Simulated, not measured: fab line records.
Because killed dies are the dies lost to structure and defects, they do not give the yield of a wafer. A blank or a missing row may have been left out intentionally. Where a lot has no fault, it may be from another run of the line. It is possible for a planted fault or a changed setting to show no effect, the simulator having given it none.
Which of the tools did it? + flow nand-harc + Sampling: 11 lots, 33 wafers, 5 of 1302 route steps

WHAT EACH GAUGE READ, for each wafer
NHARC_END_SORT_01.
| lot  | measured     | on        | killed-at-array | killed-at-other | killed-at-periphery | killed-dies | killed-open | killed-short |
|------|--------------|-----------|-----------------|-----------------|---------------------|-------------|-------------|--------------|
| L625 | day 30 21:44 | prober-01 | 673 673 674     | 1 0 2           | 3 4 1               | 677 677 677 | 2 3 2       | 2 2 1        |
| L626 | day 30 08:08 | prober-01 | 667 670 669     | 0 1 1           | 10 6 7              | 677 677 677 | 5 5 3       | 4 4 3        |

TOOL THAT RAN EACH LOT (tool first, then ch and the chambers of the sampled wafers, then the start)
| lot  | NHARC_A_STAIRCASE_TRIM_16                     | NHARC_A_STAIRCASE_TRIM_18                     | NHARC_A_STAIRCASE_ETCH_27                     | NHARC_A_STAIRCASE_TRIM_200         |
|------|-----------------------------------------------|-----------------------------------------------|-----------------------------------------------|------------------------------------|
| L612 | rie-diel-04 ch 0,1, day 16 00:04 or earlier   | rie-diel-04 ch 0,1, day 16 00:04 or earlier   | rie-diel-04 ch 0,2,3, day 16 00:04 or earlier | rie-diel-11 ch 2,3, day 16 00:04   |
| L615 | rie-diel-11 ch 1,2, day 17 19:19 or earlier   | rie-diel-11 ch 1,2,3, day 17 19:19 or earlier | rie-diel-11 ch 2,3, day 17 19:19 or earlier   | rie-diel-03 ch 2,3, day 17 19:19   |
| L616 | rie-diel-11 ch 1,2,3, day 18 13:29 or earlier | rie-diel-11 ch 1,2,3, day 18 13:29 or earlier | rie-diel-11 ch 1,2,3, day 18 13:29 or earlier | rie-diel-11 ch 0,2,3, day 18 13:29 |
| L617 | rie-diel-03 ch 1,3, day 18 13:41 or earlier   | rie-diel-03 ch 1,3, day 18 13:41 or earlier   | rie-diel-03 ch 1,2,3, day 18 13:41 or earlier | rie-diel-04 ch 0,1, day 18 13:41   |
| L618 | rie-diel-04 ch 0,2,3, day 18 21:27 or earlier | rie-diel-04 ch 0,1,3, day 18 21:27 or earlier | rie-diel-03 ch 0,1,2, day 18 21:27 or earlier | rie-diel-03 ch 0,2,3, day 18 21:27 |
| L620 | rie-diel-11 ch 2,3, day 20 08:11 or earlier   | rie-diel-11 ch 1,2, day 20 08:11 or earlier   | rie-diel-11 ch 1,2,3, day 20 08:11 or earlier | rie-diel-04 ch 0,3, day 20 08:11   |
| L625 | rie-diel-04 ch 0,1,2, day 21 20:13 or earlier | rie-diel-04 ch 0,1,2, day 21 20:13 or earlier | rie-diel-04 ch 0,1,3, day 21 20:13 or earlier | rie-diel-11 ch 1,2,3, day 21 20:13 |
| L626 | rie-diel-03 ch 0,1,2, day 21 20:32 or earlier | rie-diel-03 ch 0,1,2, day 21 20:32 or earlier | rie-diel-11 ch 0,1,2, day 21 20:32 or earlier | rie-diel-03 ch 1,2,3, day 21 20:32 |
| L627 | rie-diel-04 ch 1,2,3, day 22 09:43 or earlier | rie-diel-04 ch 0,1,2, day 22 09:43 or earlier | rie-diel-11 ch 0,1,2, day 22 09:43 or earlier | rie-diel-11 ch 0,2,3, day 22 09:43 |
| L628 | rie-diel-11 ch 0,2,3, day 23 01:37 or earlier | rie-diel-11 ch 0,2,3, day 23 01:37 or earlier | rie-diel-03 ch 0,1,2, day 23 01:37 or earlier | rie-diel-03 ch 1,2,3, day 23 01:37 |
| L631 | rie-diel-03 ch 0,3, day 24 16:44 or earlier   | rie-diel-03 ch 0,1, day 24 16:44 or earlier   | rie-diel-03 ch 0,1, day 24 16:44 or earlier   | rie-diel-03 ch 0,1,2, day 24 16:44 |
- NHARC_A_STAIRCASE_TRIM_16: chemistry O2, time 211.2 s.
- NHARC_A_STAIRCASE_TRIM_18: chemistry O2, time 211.2 s.
- NHARC_A_STAIRCASE_ETCH_27: etches the open film in C4F8/O2, target depth 100 nm, time 40.5 s.
- NHARC_A_STAIRCASE_TRIM_200: chemistry O2, time 211.2 s.

WHAT THE TOOLS THEMSELVES READ (means of the sampled wafers that have a number; where no wafer has one, the mark that the record gives instead)
NHARC_A_STAIRCASE_TRIM_16.
| lot  | tool        | chamber-pressure-mTorr (mTorr) | drypump-motor-current-A (A) | oes-product-au (a.u.) | rf-vpp-V (V) | showerhead-plenum-p-Torr (Torr) | throttle-valve-pct (%) |
|------|-------------|--------------------------------|-----------------------------|-----------------------|--------------|---------------------------------|------------------------|
| L612 | rie-diel-04 | 59.97                          | 5.8                         | 0.997                 | 57.7         | 3.60                            | 17.033                 |
| L615 | rie-diel-11 | 60.03                          | 6.0                         | 1.018                 | 58.0         | 3.42                            | 17.032                 |
| L616 | rie-diel-11 | 59.98                          | 5.7                         | 0.998                 | 57.3         | 3.47                            | 17.025                 |
| L617 | rie-diel-03 | 60.05                          | 6.0                         | 0.991                 | 57.3         | 3.56                            | 17.046                 |
| L618 | rie-diel-04 | 60.00                          | 5.4                         | 0.990                 | 57.2         | 3.54                            | 17.030                 |
| L620 | rie-diel-11 | 60.08                          | 5.4                         | 1.007                 | 57.2         | 3.53                            | 17.036                 |
| L625 | rie-diel-04 | 60.02                          | 5.6                         | 0.994                 | 58.5         | 3.68                            | 17.030                 |
| L626 | rie-diel-03 | 59.98                          | 5.7                         | 1.009                 | 58.6         | 3.65                            | 17.033                 |
| L627 | rie-diel-04 | 60.01                          | 5.6                         | 1.011                 | 58.1         | 3.51                            | 17.039                 |
| L628 | rie-diel-11 | 59.98                          | 5.5                         | 0.998                 | 57.1         | 3.42                            | 17.037                 |
| L631 | rie-diel-03 | 60.02                          | 6.1                         | 1.005                 | 57.9         | 3.65                            | 17.037                 |

NHARC_A_STAIRCASE_TRIM_18.
| lot  | tool        | chamber-pressure-mTorr (mTorr) | drypump-motor-current-A (A) | oes-product-au (a.u.) | rf-vpp-V (V) | showerhead-plenum-p-Torr (Torr) | throttle-valve-pct (%) |
|------|-------------|--------------------------------|-----------------------------|-----------------------|--------------|---------------------------------|------------------------|
| L612 | rie-diel-04 | 59.99                          | 5.7                         | 0.985                 | 57.9         | 3.44                            | 17.038                 |
| L615 | rie-diel-11 | 60.05                          | 5.7                         | 1.000                 | 56.9         | 3.48                            | 17.036                 |
| L616 | rie-diel-11 | 60.03                          | 5.7                         | 0.997                 | 57.8         | 3.47                            | 17.034                 |
| L617 | rie-diel-03 | 59.97                          | 6.0                         | 0.988                 | 58.2         | 3.56                            | 17.035                 |
| L618 | rie-diel-04 | 60.02                          | 5.6                         | 0.997                 | 57.7         | 3.62                            | 17.033                 |
| L620 | rie-diel-11 | 59.97                          | 5.9                         | 1.011                 | 57.6         | 3.39                            | 17.039                 |
| L625 | rie-diel-04 | 60.00                          | 5.7                         | 0.997                 | 58.3         | 3.68                            | 17.039                 |
| L626 | rie-diel-03 | 59.98                          | 5.7                         | 1.008                 | 57.6         | 3.65                            | 17.041                 |
| L627 | rie-diel-04 | 60.01                          | 5.6                         | 0.998                 | 57.8         | 3.67                            | 17.041                 |
| L628 | rie-diel-11 | 59.97                          | 5.5                         | 0.990                 | 58.4         | 3.42                            | 17.037                 |
| L631 | rie-diel-03 | 60.00                          | 5.6                         | 1.012                 | 58.3         | 3.62                            | 17.040                 |

NHARC_A_STAIRCASE_ETCH_27.
| lot  | tool        | oes-product-au (a.u.) | rf-vpp-V (V) |
|------|-------------|-----------------------|--------------|
| L612 | rie-diel-04 | 0.941                 | 890          |
| L615 | rie-diel-11 | 0.940                 | 893          |
| L616 | rie-diel-11 | 0.943                 | 894          |
| L617 | rie-diel-03 | 0.938                 | 893          |
| L618 | rie-diel-03 | 0.945                 | 894          |
| L620 | rie-diel-11 | 0.950                 | 894          |
| L625 | rie-diel-04 | 0.944                 | 899          |
| L626 | rie-diel-11 | 0.958                 | 890          |
| L627 | rie-diel-11 | 0.959                 | 890          |
| L628 | rie-diel-03 | 0.947                 | 900          |
| L631 | rie-diel-03 | 0.956                 | 900          |

NHARC_A_STAIRCASE_TRIM_200.
| lot  | tool        | chamber-pressure-mTorr (mTorr) | drypump-motor-current-A (A) | oes-product-au (a.u.) | rf-vpp-V (V) | showerhead-plenum-p-Torr (Torr) | throttle-valve-pct (%) |
|------|-------------|--------------------------------|-----------------------------|-----------------------|--------------|---------------------------------|------------------------|
| L612 | rie-diel-11 | 59.96                          | 5.4                         | 0.988                 | 58.8         | 3.54                            | 17.043                 |
| L615 | rie-diel-03 | 59.99                          | 6.2                         | 1.005                 | 57.1         | 3.40                            | 17.046                 |
| L616 | rie-diel-11 | 59.98                          | 5.5                         | 0.996                 | 57.7         | 3.43                            | 17.046                 |
| L617 | rie-diel-04 | 59.97                          | 5.7                         | 0.993                 | 59.1         | 3.79                            | 17.044                 |
| L618 | rie-diel-03 | 59.97                          | 6.0                         | 0.994                 | 57.7         | 3.55                            | 17.033                 |
| L620 | rie-diel-04 | 60.01                          | 5.4                         | 0.998                 | 58.1         | 3.63                            | 17.037                 |
| L625 | rie-diel-11 | -                              | -                           | -                     | -            | -                               | -                      |
| L626 | rie-diel-03 | -                              | -                           | -                     | -            | -                               | -                      |
| L627 | rie-diel-11 | 60.00                          | 5.4                         | 1.004                 | 56.6         | 3.42                            | 17.037                 |
| L628 | rie-diel-03 | 60.01                          | 5.9                         | 0.999                 | 57.1         | 3.61                            | 17.032                 |
| L631 | rie-diel-03 | 60.01                          | 5.7                         | 1.009                 | 59.1         | 3.64                            | 17.042                 |

THE ANSWER, worked out from the rows above alone
Rule: the lots themselves supply what counts as usual. Put in order of their means at a reading, lots are off if they are a third of the lots or fewer, leave a main group of 4 or more, and stand apart from it by a gap of 3 or more times the standard deviation of the main group's means; of several such gaps the widest counts. Not used: any main group whose means are identical at the precision the tables above print for the reading. Also off: a lot with no number at a reading for which 4 or more lots have one. Where the step has rows for the other lots, those lots are counted as sound. Order of review: gauges by route order, followed by the tools' own readings, for which a lot's mean as printed above is used. At the first step where some lot is off, the reading lying furthest off is the one used; lots without a number count as furthest.
Off: L625, L626, at NHARC_A_STAIRCASE_TRIM_200 (chamber-pressure-mTorr). Without a number there: L625, L626. Mean 59.99 mTorr and standard deviation 0.019 in the main group.
If a tool, at that step or one of the process steps before it, ran each lot that is off and ran no sound lot following the first of them, it fits. NHARC_A_STAIRCASE_TRIM_16 gives no start for some lots, so the hours and the order of its lots are those of NHARC_A_STAIRCASE_TRIM_200. NHARC_A_STAIRCASE_TRIM_18 gives no start for some lots, so the hours and the order of its lots are those of NHARC_A_STAIRCASE_TRIM_200. NHARC_A_STAIRCASE_ETCH_27 gives no start for some lots, so the hours and the order of its lots are those of NHARC_A_STAIRCASE_TRIM_200. Of those tried, none fits.

WHAT HAD BEEN PUT IN BY THE SIMULATOR
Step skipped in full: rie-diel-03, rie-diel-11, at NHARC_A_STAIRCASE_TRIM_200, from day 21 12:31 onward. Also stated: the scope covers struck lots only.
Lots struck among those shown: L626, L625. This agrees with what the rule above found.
